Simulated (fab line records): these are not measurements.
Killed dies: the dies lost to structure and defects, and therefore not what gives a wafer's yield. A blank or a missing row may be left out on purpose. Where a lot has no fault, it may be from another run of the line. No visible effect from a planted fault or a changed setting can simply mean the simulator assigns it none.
fab line records | flow nand_harc
[record] lots = 13 | wafers = 39 | last_day = 34
route steps=1302 shown P_CONTACT@247 A_BONDPAD@1230 THIN_TSV@1261 END@1302
lots that met no fault: from a run of the same line without faults
start_h: hours from the record's opening day to when the first of the lot's shown wafers began | wait_h: time in hours since the lot's previous step | " repeats the value in the row above | L1.1+2: several wafers, shown together as one row | - no value present, or no start provided | * or withheld: withheld | < > ~ a bound
route shown NAME@n: names a module that has steps shown in the file, with the first one's number in the route | usual: average and standard deviation across the fault-free wafers | same: alike in all rows | chamber/n: place in a boat | sites: readings site by site | _std_site: their standard deviation | _edge_site: outer sites' mean less inner sites' | radius_mm: how far each site lies from the wafer's centre | mask NAME#n: copy n | behind: tool/chamber where the wafer was last shaped | hold: what put the lot on hold/how long, in hours/how the hold closed | device: the n, p or np transistor that did not switch | end of line: the route-end tests of the same wafers | for a step that has no rows: nothing shown but its recipe | killed: dies lost to structure and defects at the first sort, not the wafer's yield | map: shows each die of a wafer: x if killed, . if not, _ if none is there
set.NAME: setting as actually run; set.NAME@STEP: the setting as run at that earlier step | model.NAME: the simulator's own value behind a step, which no gauge read
the route's steps for a sample of lots (tables are steps, rows are wafers)
services: the hour from which a tool's chamber was out of use, counted from the record's first day as start_h (under 0 if before that day), plus the number of hours and why
[[steps]]
[step NHARC_P_CONTACT_ALD_22]
[recipe] target_thk_a = 30 | pulse_time_s = 1 | ald_cycles = 150 | temp_c = 450 | material = TiN
[usual] heater_power_w = 1077/100 | precursor_pulse_height_rel = 1.002/0.021
lot.wafer | tool         | chamber | start_h | wait_h | heater_power_w | precursor_pulse_height_rel
L257.3    | ald_metal-04 | 2       | 128.30  | -      | 1015           | 1.029
L257.6    | "            | 3       | "       | "      | 877            | 0.972
L257.5    | "            | 0       | "       | "      | 1127           | 1.017
L258.4    | ald_metal-02 | 1       | 134.77  | -      | 1099           | 1.003
L258.2    | "            | 2       | "       | "      | 1174           | 1.024
L258.5    | "            | 0       | "       | "      | 1073           | 1.056
L259.4    | ald_metal-04 | 3       | 136.21  | -      | 871            | 0.968
L259.3    | "            | 1       | "       | "      | 1179           | 1.010
L259.1    | "            | 2       | "       | "      | 1015           | 0.959
L260.4    | ald_metal-02 | 1       | 154.73  | -      | 1089           | 0.974
L260.1    | "            | 3       | "       | "      | 1216           | 0.987
L260.5    | "            | 1       | "       | "      | 1097           | 1.028
L261.4    | ald_metal-04 | 3       | 160.50  | -      | 838            | 1.027
L261.3    | "            | 0       | "       | "      | 1112           | 0.988
L261.2    | "            | 1       | "       | "      | 1176           | 0.977
L264.3    | ald_metal-04 | 3       | 189.79  | -      | 844            | 1.025
L264.6    | "            | 2       | "       | "      | 1016           | 0.995
L264.5    | "            | 3       | "       | "      | 848            | 1.000
L269.4    | ald_metal-04 | 3       | 243.28  | -      | 875            | 0.970
L269.1    | "            | 0       | "       | "      | 1101           | 1.013
L269.3    | "            | 1       | "       | "      | 1153           | 1.024
L271.1    | ald_metal-04 | 0       | 266.37  | -      | 1067           | 0.954
L271.5    | "            | 1       | "       | "      | 1167           | 0.994
L271.6    | "            | 2       | "       | "      | 1014           | 1.004
L272.3    | ald_metal-03 | 1       | 267.90  | -      | 1087           | 0.997
L272.1    | "            | 2       | "       | "      | 1201           | 1.009
L272.6    | "            | 1       | "       | "      | 1039           | 1.008
L275.3    | ald_metal-03 | 3       | 301.45  | -      | 1071           | 0.986
L275.2    | "            | 0       | "       | "      | 1042           | 0.999
L275.5    | "            | 2       | "       | "      | 1194           | 1.013
L276.4    | ald_metal-03 | 1       | 316.18  | -      | 1084           | 0.974
L276.2    | "            | 0       | "       | "      | 1028           | 1.025
L276.5    | "            | 1       | "       | "      | 1058           | 0.956
L278.3    | ald_metal-03 | 1       | 331.69  | -      | 1090           | 1.004
L278.4    | "            | 2       | "       | "      | 1190           | 0.987
L278.6    | "            | 1       | "       | "      | 1098           | 0.990
L280.4    | ald_metal-04 | 1       | 353.42  | -      | 1230           | 1.005
L280.1    | "            | 2       | "       | "      | 1036           | 1.004
L280.5    | "            | 3       | "       | "      | 851            | 0.972
[step NHARC_A_BONDPAD_ANNEAL_28]
[recipe] temp_c = 225 | time_s = 90
[usual] wafer_temp_C_max = 226.24/0.3
lot.wafer | tool          | chamber | start_h | wait_h | wafer_temp_C_max
L257.3    | rtp_anneal-02 | 0       | 528.63  | -      | 226.07
L257.5    | "             | 0       | "       | "      | 225.73
L257.6    | "             | 0       | "       | "      | 226.13
L259.1    | rtp_anneal-01 | 0       | 542.67  | -      | 226.48
L259.3    | "             | 0       | "       | "      | 226.82
L259.4    | "             | 0       | "       | "      | 226.29
L258.2    | rtp_anneal-02 | 0       | 544.30  | 0.4    | 226.29
L258.4    | "             | 0       | "       | "      | 225.91
L258.5    | "             | 0       | "       | "      | 226.17
L260.1    | rtp_anneal-02 | 0       | 562.51  | -      | 226.14
L260.4    | "             | 0       | "       | "      | 226.32
L260.5    | "             | 0       | "       | "      | 226.13
L261.2    | rtp_anneal-02 | 0       | 579.41  | -      | 226.39
L261.3    | "             | 0       | "       | "      | 226.21
L261.4    | "             | 0       | "       | "      | 226.18
L264.3    | rtp_anneal-01 | 0       | 612.43  | -      | 226.46
L264.5    | "             | 0       | "       | "      | 226.47
L264.6    | "             | 0       | "       | "      | 225.68
L269.1    | rtp_anneal-01 | 0       | 667.29  | -      | 226.31
L269.3    | "             | 0       | "       | "      | 226.33
L269.4    | "             | 0       | "       | "      | 226.22
L272.1    | rtp_anneal-02 | 0       | 674.96  | 0.3    | 226.34
L272.3    | "             | 0       | "       | "      | 226.20
L272.6    | "             | 0       | "       | "      | 226.50
L271.1    | rtp_anneal-01 | 0       | 675.81  | 0.3    | 226.28
L271.5    | "             | 0       | "       | "      | 226.25
L271.6    | "             | 0       | "       | "      | 226.43
L275.2    | rtp_anneal-01 | 0       | 708.39  | -      | 226.58
L275.3    | "             | 0       | "       | "      | 226.09
L275.5    | "             | 0       | "       | "      | 225.79
L276.2    | rtp_anneal-01 | 0       | 728.82  | 0.4    | 226.09
L276.4    | "             | 0       | "       | "      | 226.14
L276.5    | "             | 0       | "       | "      | 226.47
L278.3    | rtp_anneal-02 | 0       | 741.96  | 0.3    | 225.88
L278.4    | "             | 0       | "       | "      | 226.21
L278.6    | "             | 0       | "       | "      | 226.07
L280.1    | rtp_anneal-01 | 0       | 792.75  | -      | 225.64
L280.4    | "             | 0       | "       | "      | 226.01
L280.5    | "             | 0       | "       | "      | 226.07
[step NHARC_THIN_TSV_DESCUM_14]
[recipe] time_s = 3 | o2_flow_sccm = 200 | ar_flow_sccm = 0 | bias_power_w = 0 | chemistry = O2
[usual] chamber_pressure_mTorr = 60.00/0.054 | drypump_motor_current_A = 5.6/0.36 | oes_product_au = 1.005/0.014 | rf_vpp_V = 57.9/0.75 | showerhead_plenum_p_Torr = 1.90/0.063 | throttle_valve_pct = 11.310/0.0087
lot.wafer | tool        | chamber | start_h | wait_h | chamber_pressure_mTorr | drypump_motor_current_A | oes_product_au | rf_hours_counter_h | rf_vpp_V | showerhead_plenum_p_Torr | throttle_valve_pct
L257.3    | rie_diel-09 | 2       | 544.81  | -      | 59.94                  | 5.4                     | 0.993          | 1                  | 58.0     | 1.83                     | 11.316
L257.6    | "           | 3       | "       | "      | 59.94                  | 5.5                     | 1.021          | -                  | 57.0     | 1.87                     | 11.290
L257.5    | "           | 0       | "       | "      | 60.02                  | 5.9                     | 1.010          | -                  | 57.6     | 1.91                     | 11.308
L259.1    | rie_diel-02 | 2       | 555.93  | -      | 59.98                  | 5.5                     | 1.004          | 7                  | 57.2     | 1.99                     | 11.321
L259.3    | "           | 3       | "       | "      | 59.99                  | 5.8                     | 0.991          | 8                  | 58.3     | 2.01                     | 11.311
L259.4    | "           | 0       | "       | "      | 60.02                  | 5.1                     | 0.975          | 8                  | 57.3     | 1.86                     | 11.302
L258.4    | rie_diel-02 | 0       | 557.12  | -      | 59.94                  | 5.1                     | 0.975          | 8                  | 59.4     | 1.86                     | 11.314
L258.2    | "           | 3       | "       | "      | 59.96                  | 5.8                     | 1.005          | 8                  | 57.2     | 2.01                     | 11.315
L258.5    | "           | 1       | "       | "      | 60.00                  | 6.1                     | 0.994          | -                  | 58.1     | 1.79                     | 11.308
L260.1    | rie_diel-11 | 1       | 579.04  | -      | 60.05                  | 6.1                     | 1.001          | 7                  | 57.3     | 1.88                     | 11.317
L260.4    | "           | 2       | "       | "      | 59.97                  | 5.3                     | 0.994          | 7                  | 57.6     | 1.92                     | 11.317
L260.5    | "           | 3       | "       | "      | 60.05                  | 5.3                     | 1.013          | -                  | 57.3     | 1.86                     | 11.302
L261.3    | rie_diel-11 | 3       | 594.01  | -      | 60.07                  | 5.3                     | 1.007          | 8                  | 58.0     | 1.86                     | 11.321
L261.4    | "           | 1       | "       | "      | 60.01                  | 6.1                     | 0.998          | 8                  | 56.8     | 1.88                     | 11.318
L261.2    | "           | 2       | "       | "      | 60.05                  | 5.3                     | 0.997          | 8                  | 58.1     | 1.92                     | 11.314
L264.3    | rie_diel-11 | 3       | 627.04  | -      | 60.00                  | 5.3                     | 1.003          | 0                  | 58.6     | 1.86                     | 11.321
L264.5    | "           | 3       | "       | "      | 60.02                  | 5.3                     | 1.009          | -                  | 56.3     | 1.86                     | 11.317
L264.6    | "           | 0       | "       | "      | 60.03                  | 5.7                     | 1.013          | -                  | 58.0     | 1.94                     | 11.315
L269.3    | rie_diel-02 | 0       | 691.71  | -      | 60.01                  | 5.1                     | 0.991          | 7                  | 57.2     | 1.85                     | 11.316
L269.1    | "           | 1       | "       | "      | 59.98                  | 6.1                     | 1.006          | 6                  | 58.2     | 1.79                     | 11.309
L269.4    | "           | 2       | "       | "      | 60.04                  | 5.5                     | 1.028          | 6                  | 57.6     | 1.99                     | 11.319
L272.3    | rie_diel-09 | 0       | 692.90  | -      | 60.06                  | 6.0                     | 1.003          | 0                  | 58.1     | 1.91                     | 11.318
L272.1    | "           | 1       | "       | "      | 60.01                  | 4.7                     | 0.970          | 0                  | 58.4     | 1.95                     | 11.308
L272.6    | "           | 3       | "       | "      | 59.91                  | 5.5                     | 0.985          | -                  | 57.1     | 1.87                     | 11.308
L271.1    | rie_diel-11 | 1       | 694.19  | -      | 60.15                  | 6.1                     | 1.011          | 3                  | 57.0     | 1.88                     | 11.289
L271.6    | "           | 3       | "       | "      | 60.03                  | 5.3                     | 0.995          | -                  | 57.7     | 1.86                     | 11.314
L271.5    | "           | 0       | "       | "      | 60.06                  | 5.8                     | 1.025          | -                  | 58.1     | 1.93                     | 11.308
L275.2    | rie_diel-11 | 1       | 721.87  | -      | 60.09                  | 6.1                     | 1.025          | 5                  | 58.2     | 1.87                     | 11.303
L275.3    | "           | 2       | "       | "      | 59.92                  | 5.3                     | 1.007          | 5                  | 57.8     | 1.92                     | 11.304
L275.5    | "           | 1       | "       | "      | 59.95                  | 6.1                     | 1.017          | -                  | 58.9     | 1.87                     | 11.317
L276.2    | rie_diel-11 | 3       | 748.06  | -      | 60.02                  | 5.3                     | 0.996          | 6                  | 57.4     | 1.85                     | 11.315
L276.4    | "           | 2       | "       | "      | 60.01                  | 5.3                     | 1.003          | 6                  | 57.8     | 1.92                     | 11.307
L276.5    | "           | 0       | "       | "      | 60.06                  | 5.7                     | 1.015          | -                  | 58.6     | 1.93                     | 11.304
L278.4    | rie_diel-02 | 2       | 757.09  | -      | 60.05                  | 5.5                     | 0.997          | 0                  | 57.4     | 1.99                     | 11.309
L278.3    | "           | 1       | "       | "      | 59.99                  | 6.1                     | 1.004          | 0                  | 57.4     | 1.79                     | 11.305
L278.6    | "           | 3       | "       | "      | 60.04                  | 5.8                     | 0.999          | -                  | 58.1     | 2.00                     | 11.319
L280.1    | rie_diel-11 | 1       | 806.22  | -      | 59.96                  | 6.1                     | 1.016          | 0                  | 57.2     | 1.87                     | 11.314
L280.4    | "           | 0       | "       | "      | 59.93                  | 5.8                     | 1.012          | 0                  | 59.5     | 1.93                     | 11.308
L280.5    | "           | 1       | "       | "      | 60.04                  | 6.1                     | 1.021          | -                  | 58.6     | 1.87                     | 11.310
[step NHARC_THIN_TSV_CD_MEAS_33]
[recipe] target_cd_nm = 5000 | landing_energy_ev = 500
[usual] cd_nm = 5000.6/2.1
lot.wafer | tool      | chamber | start_h | wait_h | cd_nm
L257.3    | cd_sem-03 | 0       | 550.52  | -      | 5000.3
L257.5    | "         | 0       | "       | "      | 5005.2
L257.6    | "         | 0       | "       | "      | 5002.9
L259.1    | cd_sem-02 | 0       | 561.66  | -      | 5000.7
L259.3    | "         | 0       | "       | "      | 5001.8
L259.4    | "         | 0       | "       | "      | 4999.2
L258.2    | cd_sem-03 | 0       | 562.95  | -      | 5002.2
L258.4    | "         | 0       | "       | "      | 4996.2
L258.5    | "         | 0       | "       | "      | 5003.3
L260.1    | cd_sem-01 | 0       | 584.78  | -      | 5002.5
L260.4    | "         | 0       | "       | "      | 4998.4
L260.5    | "         | 0       | "       | "      | 4999.8
L261.2    | cd_sem-01 | 0       | 599.64  | -      | 5000.3
L261.3    | "         | 0       | "       | "      | 4997.7
L261.4    | "         | 0       | "       | "      | 4998.3
L264.3    | cd_sem-01 | 0       | 632.79  | -      | 4999.6
L264.5    | "         | 0       | "       | "      | 4999.4
L264.6    | "         | 0       | "       | "      | 4997.1
L269.1    | cd_sem-01 | 0       | 697.35  | -      | 5000.8
L269.3    | "         | 0       | "       | "      | 4997.0
L269.4    | "         | 0       | "       | "      | 4996.9
L272.1    | cd_sem-03 | 0       | 698.52  | -      | 5000.9
L272.3    | "         | 0       | "       | "      | 5002.2
L272.6    | "         | 0       | "       | "      | 5002.8
L271.1    | cd_sem-03 | 0       | 699.99  | -      | 4997.8
L271.5    | "         | 0       | "       | "      | 5001.7
L271.6    | "         | 0       | "       | "      | 5000.1
L275.2    | cd_sem-01 | 0       | 727.63  | -      | 5000.8
L275.3    | "         | 0       | "       | "      | 4998.6
L275.5    | "         | 0       | "       | "      | 5000.0
L276.2    | cd_sem-01 | 0       | 753.95  | -      | 5004.9
L276.4    | "         | 0       | "       | "      | 5000.3
L276.5    | "         | 0       | "       | "      | 5001.2
L278.3    | cd_sem-02 | 0       | 762.82  | -      | 4995.6
L278.4    | "         | 0       | "       | "      | 5001.8
L278.6    | "         | 0       | "       | "      | 5000.1
L280.1    | cd_sem-03 | 0       | 811.99  | -      | 5000.6
L280.4    | "         | 0       | "       | "      | 4998.1
L280.5    | "         | 0       | "       | "      | 4997.2
[step NHARC_END_SORT_01]
[recipe] temp_c = 25
[usual] killed_at_array = 56/17 | killed_at_other = 1.2/1.4 | killed_at_periphery = 4/3.2 | killed_dies = 61/16 | killed_open = 3.6/2.1 | killed_short = 2.7/1.8
[same] gross_dies = 677
lot.wafer | tool      | chamber | start_h | wait_h | killed_at_array | killed_at_other | killed_at_periphery | killed_dies | killed_open | killed_short
L271.1    | prober-01 | 0       | 706.52  | 2.5    | 47              | 0               | 49                  | 96          | 2           | 1
L271.5    | prober-01 | 0       | 709.72  | 3.7    | 53              | 4               | 37                  | 94          | 6           | 4
L271.6    | prober-01 | 0       | 710.52  | 4.0    | 74              | 2               | 80                  | 156         | 4           | 2
L269.1    | prober-02 | 0       | 706.58  | 2.6    | 61              | 0               | 50                  | 111         | 3           | 6
L269.3    | prober-02 | 0       | 708.18  | 3.1    | 32              | 1               | 41                  | 74          | 3           | 1
L269.4    | prober-02 | 0       | 708.98  | 3.4    | 35              | 0               | 53                  | 88          | 7           | 3
// killed by level:class
L271.1 P_CONTACT:unspecified=46 A_CHANNEL_HOLE_D1:chamber_film_flake=21 A_CHANNEL_HOLE_D2:chamber_film_flake=15 A_CONTACT:chamber_film_flake=5 A_STAIRCASE:chamber_film_flake=3 P_M0:geometric_particle:open=2 P_M2:chamber_film_flake=1 A_BLC:geometric_particle:short=1
L269.1 P_CONTACT:unspecified=44 A_SLIT:chamber_film_flake=37 A_CHANNEL_HOLE_D1:chamber_film_flake=6 A_CONTACT:chamber_film_flake=6 P_M2:chamber_film_flake=3 A_WL_FILL:geometric_particle:short=2 A_CHANNEL_HOLE_D2:chamber_film_flake=2 A_SGD_CUT:chamber_film_flake=2
L269.3 P_CONTACT:unspecified=38 A_SLIT:chamber_film_flake=18 P_M2:chamber_film_flake=3 A_SGD_CUT:chamber_film_flake=3 A_CHANNEL_HOLE_D1:chamber_film_flake=2 A_CHANNEL_FILL_D1:chamber_film_flake=2 A_CHANNEL_FILL_D2:geometric_particle:short=1 A_BLC:geometric_particle:open=1
L269.4 P_CONTACT:unspecified=50 A_SLIT:chamber_film_flake=14 A_DECK1_JOINT:chamber_film_flake=3 A_CONTACT:chamber_film_flake=3 A_CHANNEL_FILL_D2:geometric_particle:open=2 A_M0:geometric_particle:open=2 A_CHANNEL_HOLE_D1:chamber_film_flake=2 A_CHANNEL_FILL_D1:chamber_film_flake=2
L271.5 P_CONTACT:unspecified=31 A_CHANNEL_HOLE_D1:chamber_film_flake=21 A_CHANNEL_HOLE_D2:chamber_film_flake=18 THIN_TSV:chamber_film_flake=4 A_CONTACT:chamber_film_flake=3 P_GATE:chamber_film_flake=3 A_M0:geometric_particle:open=2 A_WL_FILL:chamber_film_flake=2
L271.6 P_CONTACT:unspecified=78 A_CHANNEL_HOLE_D1:chamber_film_flake=35 A_CHANNEL_HOLE_D2:chamber_film_flake=18 A_CONTACT:chamber_film_flake=9 A_SLIT:chamber_film_flake=4 A_BLC:geometric_particle:open=2 THIN_TSV:chamber_film_flake=2 A_CHANNEL_HOLE_D1:geometric_particle:short=1
[[services]]
tool          | chamber | start_h | hours | kind
rie_diel-11   | 2       | 105.46  | 7.6   | repair
ald_metal-04  | -       | 118.00  | 10.0  | pm
rie_diel-11   | 2       | 225.65  | 1.4   | repair
rie_diel-11   | 3       | 243.87  | 2.7   | repair
rie_diel-11   | 3       | 251.00  | 7.5   | repair
ald_metal-04  | -       | 296.00  | 10.0  | pm
rie_diel-11   | 1       | 318.08  | 14.1  | repair
ald_metal-04  | 2       | 342.42  | 3.3   | repair
rie_diel-11   | -       | 359.85  | 1.2   | repair
rtp_anneal-01 | -       | 372.24  | 12.0  | pm
ald_metal-04  | 2       | 375.33  | 30.4  | repair
rie_diel-11   | 3       | 400.41  | 6.8   | repair
rie_diel-11   | -       | 432.57  | 9.0   | pm
rie_diel-11   | 2       | 443.41  | 9.8   | repair
rie_diel-11   | 0       | 468.71  | 3.9   | repair
ald_metal-04  | -       | 474.00  | 10.0  | pm
rie_diel-11   | -       | 609.57  | 9.0   | pm
ald_metal-04  | -       | 652.00  | 10.0  | pm
rie_diel-11   | 2       | 689.41  | 4.6   | repair
ald_metal-04  | -       | 723.14  | 0.6   | repair
rie_diel-11   | 2       | 736.37  | 8.2   | repair
rtp_anneal-02 | -       | 744.02  | 12.0  | pm
rie_diel-11   | -       | 786.57  | 9.0   | pm
ald_metal-04  | 1       | 792.54  | 16.4  | repair
[[key]]
[first_sign] step = NHARC_END_SORT_01 | reading = killed_at_periphery | direction = up | sigmas = 15 | usual = 4 | struck = 52
[effect] step = NHARC_END_SORT_01 | reading = killed_dies | direction = up | sigmas = 2.5 | usual = 61 | struck = 103 | wafers_moved = 3
[more_kills_born_at] NHARC_P_CONTACT_ALD_22@ald_metal-04 = 287
met_at NHARC_P_CONTACT_ALD_22
struck_lots L269,L271
tester_left_out L269,L271
not_acting_at NHARC_A_BONDPAD_ANNEAL_28,NHARC_THIN_TSV_DESCUM_14,NHARC_THIN_TSV_CD_MEAS_33
onset_between 189.79 243.28
[fault] kind = chamber_particle_source | tool = ald_metal-04 | chamber = - | onset_h = 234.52 | steps = NHARC_P_CONTACT_ALD_22 | rate_per_visit_cm2 = 0.56816 | end_h = 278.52
// tester_left_out: of these lots the tester's yield and bins aren't shown, on N5 and GAA mostly nor the transistor test; their killed dies are dies lost to structure and defects alone, not to doping, threshold or leakage, so they don't give the yield
